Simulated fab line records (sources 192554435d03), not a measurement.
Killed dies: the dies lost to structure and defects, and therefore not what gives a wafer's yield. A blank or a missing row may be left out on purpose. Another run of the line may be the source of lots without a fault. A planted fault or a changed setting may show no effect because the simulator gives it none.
A lot that was struck, set against a sound lot | flow n5_finfet | 20 out of 1938 route steps
Sound: the wafers L694.2, L694.3, L694.5. Struck: wafers L689.2, L689.3, L689.5. The cause is named last.
Per side, at each step with rows, come the tool, then ch with its chambers, and then its first start. Under that, the readings that differ: sound wafers | struck wafers | difference of the means | sigmas: that difference in standard deviations of wafers without a fault.
alike: same words and numbers on both sides, and readings whose means sit less than 2 such deviations apart. not compared: any withheld reading, any reading some wafer has no value for, any bound like >300 that may hide the same value, and any number with overlapping values for which the record gives no deviation.
A row with sigmas, a row that says differs or no value, or rows on one side alone: a step with any of these is where the two part. Numbers that don't overlap but have no deviation are shown without sigmas and don't part them. A reading missing from all wafers of one side parts the sides only when that side holds two or more wafers.

first, 9 steps without rows for these wafers: N5_BEOL_M0_CUTY_SOFTBAKE_53 (time 60 s); N5_BEOL_M0_CUTY_EXPOSE_54 (exposes mask M0 ABLK); N5_BEOL_M0_CUTY_PEB_55 (peb time 60 s); N5_BEOL_M0_CUTY_DEVELOP_56 (develop time 30 s); N5_BEOL_M0_CUTY_DESCUM_61 (chemistry O2, time 7.9 s); N5_BEOL_M0_CUTY_ETCH_62 (etches SiARC in CF4, time 58.5 s); N5_BEOL_M0_CUTY_ETCH_63 (etches SOC in N2/H2, target depth 82.7 nm, overetch 16.5 nm, time 124 s); N5_BEOL_M0_CUTY_STRIP_64 (strips in N2/H2); N5_BEOL_M0_ETCH_138 (etches SiCN in CH3F/O2, target depth 12 nm, time 31.6 s).
N5_BEOL_M0_HM_OPEN_105: chemistry Cl2/BCl3, target TiN, target depth 12 nm.
  sound on rie_metal-02 ch 1, day 10 21:02; struck on rie_metal-02 ch 1, day 9 10:34
  no value came back on the struck wafers for any of 5 readings (bcl3_flow_sccm (sccm), bias_w (W) and others); on the sound wafers bcl3_flow_sccm (sccm) reads 21.86 21.79 21.81
  reading                                               | sound       | struck  | difference | sigmas
  model.SiO2_of_BEOL_M0_SAQP_SPACER2_ALD_26.thk_nm (nm) | 2.6 2.8 2.6 | 5.2 5 5 | +2.4       |
  not compared: rf_hours_counter_h
then, 3 steps without rows for these wafers: N5_BEOL_M0_STRIP_140 (strips in CF4); N5_BEOL_M0_STRIP_104 (strips in N2/H2); N5_BEOL_M0_WET_ETCH_106 (etches SiO2 in DHF, target depth 130 nm, rinse time 30 s).
N5_BEOL_M0_ETCH_128: etches SiCN in CF4/N2, target depth 12 nm, overetch 5.1 nm, time 21.4 s.
  sound on rie_diel-05 ch 1,2,3, day 10 21:52; struck on rie_diel-02 ch 1,3, day 9 10:53
  reading               | sound          | struck         | difference | sigmas
  oes_product_au (a.u.) | 0.48 0.59 0.56 | 0.26 0.30 0.25 | -0.27      | -4
  alike: drypump_motor_current_A, rf_vpp_V, showerhead_plenum_p_Torr, throttle_valve_pct
  not compared: rf_hours_counter_h
then, 2 steps without rows for these wafers: N5_BEOL_M0_TRENCH_ETCH_107 (etches SiOC in C4F6/O2, target depth 32.8 nm, time 16.4 s); N5_BEOL_M0_STRIP_142 (strips in N2/H2, time 10 s).
N5_BEOL_M0_OCD_MEAS_108:
  sound on ocd-01 at day 10 22:01; struck on ocd-01 at day 9 11:02
  reading              | sound          | struck  | difference | sigmas
  trench_depth_nm (nm) | 31.6 32.9 32.8 | 0.4 0 0 | -32.3      | -53
then, 1 step without rows for these wafers: N5_BEOL_M0_HM_STRIP_129 (strips TiN in peroxide tin strip, target depth 17 nm, time 108 s).
N5_BEOL_M4_RC_MEAS_101:
  the record has rows for the sound wafers here (prober-01 ch 0, day 12 23:06) and none for the struck ones
-- here the record skips 6 days between the struck wafers' starts before and after, leaving off in module BEOL_M4 and picking up in module PASSIVATION (first step shown: number 1936 of the route) --
N5_PASSIVATION_PROBE_49:
  rows exist in the record for the struck wafers here (prober-01, day 15 21:32), but not for the sound ones

## WHERE THEY PART
Earliest at N5_BEOL_M0_HM_OPEN_105; latest, in this record, at N5_PASSIVATION_PROBE_49.

WHY: what had been put in by the simulator
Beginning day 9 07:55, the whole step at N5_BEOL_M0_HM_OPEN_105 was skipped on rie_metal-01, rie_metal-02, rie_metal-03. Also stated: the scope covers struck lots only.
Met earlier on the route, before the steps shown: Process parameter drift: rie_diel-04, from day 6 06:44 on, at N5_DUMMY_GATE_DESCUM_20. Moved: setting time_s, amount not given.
